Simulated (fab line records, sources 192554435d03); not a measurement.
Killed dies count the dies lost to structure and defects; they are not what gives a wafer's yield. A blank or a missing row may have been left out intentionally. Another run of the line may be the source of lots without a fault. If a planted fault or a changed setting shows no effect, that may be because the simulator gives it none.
Matching of chambers || flow n5 finfet || N5_SD_EPI_P_ETCH_36 on rie diel-03: 4 sister chambers
The step etches SiARC in CF4, target depth 45.5 nm, time 75.8 s. 14 wafers are shown with their chamber, then 7 later ones without.

EACH WAFER AND ITS CHAMBER
{"wafer": "L076.1", "chamber": 1, "throttle valve pct (%)": 15.69, "drypump motor current A (A)": 6.0, "showerhead plenum p Torr (Torr)": 2.21}
{"wafer": "L076.2", "chamber": 3, "throttle valve pct (%)": 15.81, "drypump motor current A (A)": 5.5, "showerhead plenum p Torr (Torr)": 2.03}
{"wafer": "L076.4", "chamber": 0, "throttle valve pct (%)": 15.33, "drypump motor current A (A)": 4.7, "showerhead plenum p Torr (Torr)": 2.12}
{"wafer": "L078.1", "chamber": 1, "throttle valve pct (%)": 15.69, "drypump motor current A (A)": 6.0, "showerhead plenum p Torr (Torr)": 2.21}
{"wafer": "L078.4", "chamber": 3, "throttle valve pct (%)": 15.81, "drypump motor current A (A)": 5.5, "showerhead plenum p Torr (Torr)": 2.03}
{"wafer": "L078.6", "chamber": 2, "throttle valve pct (%)": 15.79, "drypump motor current A (A)": 5.3, "showerhead plenum p Torr (Torr)": 2.03}
{"wafer": "L081.2", "chamber": 3, "throttle valve pct (%)": 15.80, "drypump motor current A (A)": 5.5, "showerhead plenum p Torr (Torr)": 2.03}
{"wafer": "L081.5", "chamber": 2, "throttle valve pct (%)": 15.79, "drypump motor current A (A)": 5.3, "showerhead plenum p Torr (Torr)": 2.03}
{"wafer": "L081.6", "chamber": 3, "throttle valve pct (%)": 15.81, "drypump motor current A (A)": 5.5, "showerhead plenum p Torr (Torr)": 2.03}
{"wafer": "L082.2", "chamber": 2, "throttle valve pct (%)": 15.79, "drypump motor current A (A)": 5.3, "showerhead plenum p Torr (Torr)": 2.03}
{"wafer": "L082.3", "chamber": 3, "throttle valve pct (%)": 15.82, "drypump motor current A (A)": 5.5, "showerhead plenum p Torr (Torr)": 2.02}
{"wafer": "L082.5", "chamber": 0, "throttle valve pct (%)": 15.35, "drypump motor current A (A)": 4.8, "showerhead plenum p Torr (Torr)": 2.11}
{"wafer": "L083.3", "chamber": 0, "throttle valve pct (%)": 15.35, "drypump motor current A (A)": 4.8, "showerhead plenum p Torr (Torr)": 2.11}
{"wafer": "L083.4", "chamber": 0, "throttle valve pct (%)": 15.36, "drypump motor current A (A)": 4.7, "showerhead plenum p Torr (Torr)": 2.11}

SIGNATURES (means of the wafers above)
{"reading": "throttle valve pct", "chamber 0": 15.3475, "chamber 1": 15.6900, "chamber 2": 15.7900, "chamber 3": 15.8100, "scatter within a chamber": 0.00822}
{"reading": "drypump motor current A", "chamber 0": 4.750, "chamber 1": 6.000, "chamber 2": 5.300, "chamber 3": 5.500, "scatter within a chamber": 0.0316}
{"reading": "showerhead plenum p Torr", "chamber 0": 2.1125, "chamber 1": 2.2100, "chamber 2": 2.0300, "chamber 3": 2.0280, "scatter within a chamber": 0.00394}
Rule: for a wafer and a chamber, the distance is found by dividing, reading by reading, the gap between the wafer's reading and the chamber's mean by the reading's scatter, squaring, summing and taking the root. The wafer belongs to the nearest chamber; if the next one is less than 2 further off, it can't be placed. How the scatter is found: for the shown wafers, subtract from each reading the mean of its chamber, square and add these, divide the total by (wafers less chambers), then take the root.

WAFERS MISSING THEIR CHAMBER
{"wafer": "L083.5", "throttle valve pct (%)": 15.82, "drypump motor current A (A)": 5.3, "showerhead plenum p Torr (Torr)": 2.03}
{"wafer": "L089.2", "throttle valve pct (%)": 15.82, "drypump motor current A (A)": 5.3, "showerhead plenum p Torr (Torr)": 2.03}
{"wafer": "L089.3", "throttle valve pct (%)": 15.33, "drypump motor current A (A)": 5.5, "showerhead plenum p Torr (Torr)": 2.28}
{"wafer": "L089.5", "throttle valve pct (%)": 15.81, "drypump motor current A (A)": 5.3, "showerhead plenum p Torr (Torr)": 2.03}
{"wafer": "L090.2", "throttle valve pct (%)": 15.71, "drypump motor current A (A)": 6.0, "showerhead plenum p Torr (Torr)": 2.20}
{"wafer": "L090.3", "throttle valve pct (%)": 15.34, "drypump motor current A (A)": 5.5, "showerhead plenum p Torr (Torr)": 2.28}
{"wafer": "L090.6", "throttle valve pct (%)": 15.33, "drypump motor current A (A)": 5.5, "showerhead plenum p Torr (Torr)": 2.28}

THE CHAMBER EACH PASSED THROUGH
{"wafer": "L083.5", "from the rows above": 2, "in truth": 2}
{"wafer": "L089.2", "from the rows above": 2, "in truth": 2}
{"wafer": "L089.3", "from the rows above": "can't be placed: 0 or 1", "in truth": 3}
{"wafer": "L089.5", "from the rows above": 2, "in truth": 2}
{"wafer": "L090.2", "from the rows above": 1, "in truth": 1}
{"wafer": "L090.3", "from the rows above": "can't be placed: 0 or 1", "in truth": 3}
{"wafer": "L090.6", "from the rows above": "can't be placed: 0 or 1", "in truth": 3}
Correctly placed: 4 of 7. Not placeable from these rows: 3 (in 0, the candidates include the true chamber). Number placed wrongly: 0.
